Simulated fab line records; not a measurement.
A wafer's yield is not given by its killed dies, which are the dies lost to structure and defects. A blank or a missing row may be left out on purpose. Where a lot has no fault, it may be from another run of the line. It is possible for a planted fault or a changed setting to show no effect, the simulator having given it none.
Chamber matching || flow n5Finfet || N5_PMOS_HMC_CHANNEL_EPI_FIN_RECESS_16 on rieSi-06: 4 sister chambers
The step chemistry HBr/Cl2, target Si, target depth 54 nm, time 18 s. 7 wafers are shown with their chamber, then 7 later ones without.

## WAFERS WITH THEIR CHAMBER
{"wafer": "L153.3", "chamber": 2, "throttleValvePct (%)": 35.32, "drypumpMotorCurrentA (A)": 5.5}
{"wafer": "L154.5", "chamber": 3, "throttleValvePct (%)": 35.76, "drypumpMotorCurrentA (A)": 4.8}
{"wafer": "L167.3", "chamber": 1, "throttleValvePct (%)": 35.63, "drypumpMotorCurrentA (A)": 6.6}
{"wafer": "L167.4", "chamber": 0, "throttleValvePct (%)": 35.68, "drypumpMotorCurrentA (A)": 6.1}
{"wafer": "L167.5", "chamber": 1, "throttleValvePct (%)": 35.63, "drypumpMotorCurrentA (A)": 6.6}
{"wafer": "L168.1", "chamber": 0, "throttleValvePct (%)": 35.69, "drypumpMotorCurrentA (A)": 6.2}
{"wafer": "L168.3", "chamber": 3, "throttleValvePct (%)": 35.74, "drypumpMotorCurrentA (A)": 4.9}

## WAFERS WITHOUT THEIR CHAMBER
{"wafer": "L168.6", "throttleValvePct (%)": 35.76, "drypumpMotorCurrentA (A)": 4.9}
{"wafer": "L169.1", "throttleValvePct (%)": 35.76, "drypumpMotorCurrentA (A)": 4.9}
{"wafer": "L169.2", "throttleValvePct (%)": 35.35, "drypumpMotorCurrentA (A)": 5.5}
{"wafer": "L169.5", "throttleValvePct (%)": 35.65, "drypumpMotorCurrentA (A)": 6.6}
{"wafer": "L171.4", "throttleValvePct (%)": 35.33, "drypumpMotorCurrentA (A)": 5.4}
{"wafer": "L171.5", "throttleValvePct (%)": 35.75, "drypumpMotorCurrentA (A)": 4.8}
{"wafer": "L171.6", "throttleValvePct (%)": 35.33, "drypumpMotorCurrentA (A)": 5.4}

## THE CHAMBER EACH PASSED THROUGH
{"wafer": "L168.6", "from the rows above": 3, "in truth": 3}
{"wafer": "L169.1", "from the rows above": 3, "in truth": 3}
{"wafer": "L169.2", "from the rows above": 2, "in truth": 2}
{"wafer": "L169.5", "from the rows above": 1, "in truth": 1}
{"wafer": "L171.4", "from the rows above": 2, "in truth": 2}
{"wafer": "L171.5", "from the rows above": 3, "in truth": 3}
{"wafer": "L171.6", "from the rows above": 2, "in truth": 2}
Placed correctly: 7 of 7. Not placeable from these rows: 0. Number placed wrongly: 0.
How it was worked out, from the rows above alone: a wafer's distance from a chamber is the root of the sum, over the readings, of the square of ((its reading less the chamber's mean) divided by the reading's scatter). If the next closest chamber is less than 2 further off than the closest, the wafer can't be placed; otherwise it belongs to the closest. A chamber's mean is the mean of its shown wafers. The scatter: the root of (the sum of the squares of (reading less its chamber's mean) over the shown wafers, divided by (wafers less chambers)).
